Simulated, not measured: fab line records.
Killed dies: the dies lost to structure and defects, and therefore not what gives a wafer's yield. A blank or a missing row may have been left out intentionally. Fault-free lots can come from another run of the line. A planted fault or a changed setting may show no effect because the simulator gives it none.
Struck lot and sound lot, side by side / flow n5Finfet / 14 steps out of a route of 1938
Sound: the wafers L556.1, L556.4, L556.5. Struck: wafers L569.2, L569.5, L569.6. The cause is named last.
Per side, at each step with rows, come the tool, then ch with its chambers, and then its first start. Under that, the readings that differ: sound wafers / struck wafers / difference of the means / sigmas: that difference in standard deviations of wafers without a fault.
alike: same words and numbers on both sides, and readings whose means sit less than 2 such deviations apart. not compared: any withheld reading, any reading some wafer has no value for, any bound like >300 that may hide the same value, and any number with overlapping values for which the record gives no deviation.
The two part at a step that has a row with sigmas, a row that says differs or no value, or rows on one side only. Numbers that have no deviation but don't overlap get no sigmas and don't part them. Lack of a reading on every wafer of one side parts them only where that side has two or more wafers.

first, 1 step without rows for these wafers: N5_BEOL_M8_STRIP_68 (strips in N2/H2).
N5_BEOL_M8_STRIP_67: strips in CF4.
  sound on rieDiel-03 ch 1,2,3, day 11 03:19; struck on rieDiel-02 ch 2,3, day 15 01:04
  alike: drypumpMotorCurrentA, oesProductAu, rfVppV, showerheadPlenumPTorr, throttleValvePct
  not compared: rfHoursCounterH
N5_BEOL_M8_HM_OPEN_17: chemistry Cl2/BCl3, target TiN, target depth 20 nm, overetch 6 nm.
  sound on rieMetal-02 ch 0,1, day 11 03:21; struck on rieMetal-03 ch 0,1, day 15 01:06
  alike: drypumpMotorCurrentA, oesProductAu, throttleValvePct
  not compared: rfHoursCounterH
N5_BEOL_M8_STRIP_19: strips in O2.
  sound on rieDiel-03 ch 0,1,3, day 11 03:29; struck on rieDiel-02 ch 2,3, day 15 01:16
  alike: drypumpMotorCurrentA, oesProductAu, rfVppV, showerheadPlenumPTorr, throttleValvePct
  not compared: rfHoursCounterH
N5_BEOL_M8_CD_MEAS_18: pitch 80 nm, target cd 40 nm.
  struck on cdSem-02, day 15 01:20; sound on cdSem-02, day 11 03:34
  alike: cdNm
then, 7 steps without rows for these wafers: N5_BEOL_M8_COAT_63 (time 60 s, resist thk 60 nm); N5_BEOL_M8_COAT_64 (time 60 s, resist thk 12 nm); N5_BEOL_M8_COAT_71 (time 60 s, resist thk 5 nm); N5_BEOL_M8_COAT_22 (resist thk 30 nm); N5_BEOL_M8_EBR_24; N5_BEOL_M8_SOFTBAKE_23 (time 60 s); N5_BEOL_M8_EXPOSE_25 (exposes mask V7, target cd 40 nm).
N5_BEOL_M8_PEB_26: peb time 60 s.
  sound on lithoTrack-01 ch 0, day 11 04:28; struck on lithoTrack-04, day 15 01:42
  no value came back on the struck wafers for chillPlateTempC (C), exhaustPa (Pa), pebTimeS (s), resistLineTempC (C); on the sound wafers chillPlateTempC (C) reads 22.99 23.16 23.01
then, 1 step without rows for these wafers: N5_BEOL_M8_DEVELOP_27 (develop time 30 s).

## WHERE THEY PART
At N5_BEOL_M8_PEB_26 and nowhere else, as far as this record goes.

WHY: the cause the simulator had injected
Beginning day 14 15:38, the whole step at N5_BEOL_M8_PEB_26 was skipped on lithoTrack-04. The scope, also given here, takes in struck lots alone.
